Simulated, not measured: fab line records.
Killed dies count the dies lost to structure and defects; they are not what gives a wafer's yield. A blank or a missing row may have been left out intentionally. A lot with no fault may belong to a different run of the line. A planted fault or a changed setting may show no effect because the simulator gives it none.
3 desks, one fault ; flow n5Finfet ; each desk has only its own numbers; what lay behind them comes last

== THE TOOL OWNER'S DESK: rieDiel-03 ==
The tool's own readings at N5_BEOL_M14_ETCH_68 (etches SOC in N2/H2, time 450 s): means of the sampled wafers that have a number, for each lot that ran on this tool. A lot is out of limits, marked OUT, if its mean lies more than 4 standard deviations from the usual mean; the brackets give that distance.
Columns: A = drypumpMotorCurrentA at N5_BEOL_M14_ETCH_68, usual 5.6 A; B = oesProductAu at N5_BEOL_M14_ETCH_68, usual 0.79 a.u.; C = rfVppV at N5_BEOL_M14_ETCH_68, usual 524.2 V; D = runLengthS at N5_BEOL_M14_ETCH_68, usual 473.3 s; E = showerheadPlenumPTorr at N5_BEOL_M14_ETCH_68, usual 2.55 Torr; F = throttleValvePct at N5_BEOL_M14_ETCH_68, usual 17.76 %
lot;first seen here;A;B;C;D;E;F
L623;day 13 04:29;5.6;0.75;524.1;473.4;2.53;17.77
L625;day 14 01:04;5.6;0.74;523.5;464.9 (-20) OUT;2.53;17.78
This desk's finding: out of limits on L625; first on L625, day 14 01:04 (runLengthS at N5_BEOL_M14_ETCH_68). L623 stayed within limits.

== THE DEFECT DESK ==
Counts from the inspections along the route, per lot, as means over the sampled wafers that have a number. A lot is out of limits, marked OUT, if its mean lies more than 4 standard deviations from the usual mean; the brackets give that distance.
Columns: A = rawDefectCount at N5_BEOL_M14_INSPECT_30, usual 2.0
lot;first seen here;A
L623;day 13 04:16;3.7
L625;day 14 00:51;0.7
L627;day 14 10:53;2.3
L632;day 15 05:36;2.3
L637;day 17 08:33;2.3
This desk's finding: nothing out of limits on any of the 5 lots.

== THE METROLOGY DESK ==
What the gauges read for every lot (on any tool): the sampled wafers with a number, averaged. A lot is out of limits, marked OUT, if its mean lies more than 4 standard deviations from the usual mean; the brackets give that distance.
Columns: A = cdNm at N5_BEOL_M14_CD_MEAS_28, usual 285.2 nm; B = M14_OVL at N5_BEOL_M14_OVL_MEAS_29, usual -3 nm
lot;first seen here;A;B
L623;day 13 04:13;285.9;0
L625;day 14 00:48;286.1;-3
L627;day 14 10:50;286.9;-11
L632;day 15 05:33;286.1;5
L637;day 17 08:30;282.7;-0
This desk's finding: nothing out of limits on any of the 5 lots.

== TAKEN TOGETHER ==
The tool owner's desk could have raised an alarm at day 14 01:04, on L625.
No out-of-limits result turned up at the defect desk.
Nothing out of limits was seen by the metrology desk.
The defect desk has L625 on record, within its limits.
The metrology desk holds a record of L625, inside its limits.
On rieDiel-03, each named lot ran N5_BEOL_M14_ETCH_68.

== WHAT HAD BEEN PUT IN BY THE SIMULATOR ==
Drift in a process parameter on rieDiel-03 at N5_BEOL_M14_ETCH_68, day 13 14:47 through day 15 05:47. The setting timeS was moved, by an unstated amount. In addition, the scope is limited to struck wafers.
Struck lots among those shown: L625.
Hours from the fault's start to each desk's first reading out of limits: the tool owner's desk, 10.
